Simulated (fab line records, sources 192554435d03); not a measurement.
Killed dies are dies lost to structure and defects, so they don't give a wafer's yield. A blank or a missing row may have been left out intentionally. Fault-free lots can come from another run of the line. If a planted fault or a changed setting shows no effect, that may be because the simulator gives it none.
Matching of chambers    flow n5_finfet    pecvd-02 running N5_BEOL_M9_ILD_DEP_00: 3 sister chambers
The step deposits SiCOH lowk from DEMS/porogen, target thk 308.51 nm, time 58 s. 20 wafers are shown with their chamber, then 10 later ones without.

## WAFERS, EACH WITH ITS CHAMBER
wafer   chamber  throttle_valve_pct (%)  heater_power_w (W)  showerhead_plenum_p_Torr (Torr)
L076.1  1        15.3                    312                 5.736
L076.5  0        13.9                    260                 5.732
L076.6  1        15.6                    336                 5.740
L079.3  1        15.4                    320                 5.757
L079.4  0        13.8                    274                 5.734
L079.6  1        15.8                    325                 5.739
L080.1  0        14.1                    261                 5.729
L080.2  1        15.4                    310                 5.743
L080.6  1        15.6                    308                 5.720
L082.1  0        13.7                    266                 5.728
L082.2  1        15.8                    295                 5.736
L082.6  2        12.5                    310                 5.758
L083.1  0        13.9                    283                 5.719
L083.3  1        15.6                    320                 5.748
L083.5  1        15.7                    320                 5.732
L087.1  2        12.7                    371                 5.757
L087.5  2        12.6                    372                 5.759
L087.6  0        14.0                    269                 5.734
L089.1  0        13.8                    225                 5.733
L089.2  2        12.8                    310                 5.746

SIGNATURES (averages over the wafers above)
reading                   chamber 0  chamber 1  chamber 2  scatter within a chamber
throttle_valve_pct        13.886     15.578     12.650     0.156
heater_power_w            262.57     316.22     340.75     20.1
showerhead_plenum_p_Torr  5.72986    5.73900    5.75500    0.00816
Rule: for a wafer and a chamber, the distance is found by dividing, reading by reading, the gap between the wafer's reading and the chamber's mean by the reading's scatter, squaring, summing and taking the root. If the next closest chamber is less than 2 further off than the closest, the wafer can't be placed; otherwise it belongs to the closest. The scatter: the root of (the sum of the squares of (reading less its chamber's mean) over the shown wafers, divided by (wafers less chambers)).

## WAFERS WITHOUT THEIR CHAMBER
wafer   throttle_valve_pct (%)  heater_power_w (W)  showerhead_plenum_p_Torr (Torr)
L089.3  15.5                    286                 5.754
L089.4  12.6                    324                 5.762
L089.5  13.9                    240                 5.717
L089.6  15.6                    295                 5.739
L095.2  13.8                    219                 5.732
L095.5  12.7                    367                 5.762
L095.6  13.9                    233                 5.728
L096.1  12.8                    368                 5.768
L096.2  13.9                    236                 5.731
L096.3  15.6                    297                 5.739

## WHICH CHAMBER EACH WENT THROUGH
wafer   from the rows above  in truth
L089.3  1                    1
L089.4  2                    2
L089.5  0                    0
L089.6  1                    1
L095.2  0                    0
L095.5  2                    2
L095.6  0                    0
L096.1  2                    2
L096.2  0                    0
L096.3  1                    1
Placed correctly: 10 of 10. Can't be placed from these rows: 0. Wrongly placed: 0.
